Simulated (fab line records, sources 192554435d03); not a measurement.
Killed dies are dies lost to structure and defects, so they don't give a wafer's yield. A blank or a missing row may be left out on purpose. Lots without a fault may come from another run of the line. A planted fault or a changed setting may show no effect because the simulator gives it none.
Problem report in the 8D (eight disciplines) form, filled by code | flow n5_finfet | the parts of the form that need people (team, actions taken, sign-off) are left out

1. THE PROBLEM
M0_ABLK_OVL at N5_BEOL_M0_CUTY_OVL_MEAS_58 reads a mean of 5.6 nm on 9 wafers of 3 lots; wafers without a fault read -0.4 nm with a standard deviation of 0.64. That is +9.3 standard deviations from the usual mean.
First seen on wafer L307.2, day 8 09:46, on overlay-02. The record holds 35 wafers of 12 lots with a number at this step. Rule for "out", or "out of limits": more than 4 standard deviations from the usual mean. The other wafers with a number count as sound.

2. WHAT IT IS AND WHAT IT IS NOT
question                    | is                     | is not
which readings at this step | M0_ABLK_OVL            | -
which lots                  | L307, L308, L309       | L297, L300, L301, L302, L303, L312, L313, L314, L320
which wafers of those lots  | all that have a number | -
read on which gauges        | overlay-02             | overlay-01
when                        | from day 8 09:46       | up to then (14 sound wafers); but 12 sound wafers of L312, L313, L314, L320 came after

3. SUSPECTS, AND WHAT RULES EACH OUT
Counting: a tool at a process step up to the reading stays a suspect if it ran every lot that is out and no sound lot after the first of them.
- the gauge at N5_BEOL_M0_CUTY_OVL_MEAS_58: kept. All the wafers that are out were read on overlay-02, and no step on other tools shows them out.
- arfi_scanner-01 at N5_BEOL_M0_CUTY_EXPOSE_54 (exposes mask M0 ABLK): kept. It ran every lot that is out, first L307 (day 8 09:37), and no sound lot after that; its last sound lot up to then is L303 (day 7 05:29).
Left after counting: arfi_scanner-01 at N5_BEOL_M0_CUTY_EXPOSE_54, overlay-02 at N5_BEOL_M0_CUTY_OVL_MEAS_58.

4. THE CAUSE (what the simulator had put in)
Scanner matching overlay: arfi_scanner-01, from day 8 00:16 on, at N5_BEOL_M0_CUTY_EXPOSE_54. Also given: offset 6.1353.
Counting left 2 suspects, and this tool is among them.

5. THE CHAIN OF EFFECTS, in route order
Each row: a reading whose mean over the struck wafers that have a number lies more than 3 standard deviations from the usual. Only readings for which the record gives a usual standard deviation are gone through. hours: the time from each lot's start at the first step in this table that gives one to its start at this step, as a median over the lots. sigmas: the change in usual standard deviations.
hours | step                        | reading     | usual   | on struck wafers | change | sigmas
0     | N5_BEOL_M0_CUTY_OVL_MEAS_58 | M0_ABLK_OVL | -0.4 nm | 5.6              | +6.0   | +9.3

6. WHAT WOULD HAVE CAUGHT IT SOONER
In this record the first reading out of limits at a measuring or inspecting step was taken at day 8 09:46, 10 hours after the fault began at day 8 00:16.
Of the tool readings at N5_BEOL_M0_CUTY_EXPOSE_54 for which the record gives a usual standard deviation, none was out on any struck wafer, so an alarm limit of 4 standard deviations on them would not have fired.
Of the lots that are out (3), L308, L309 began N5_BEOL_M0_CUTY_EXPOSE_54 on arfi_scanner-01 after day 8 09:46. A hold on the tool at that time would have spared those 2.
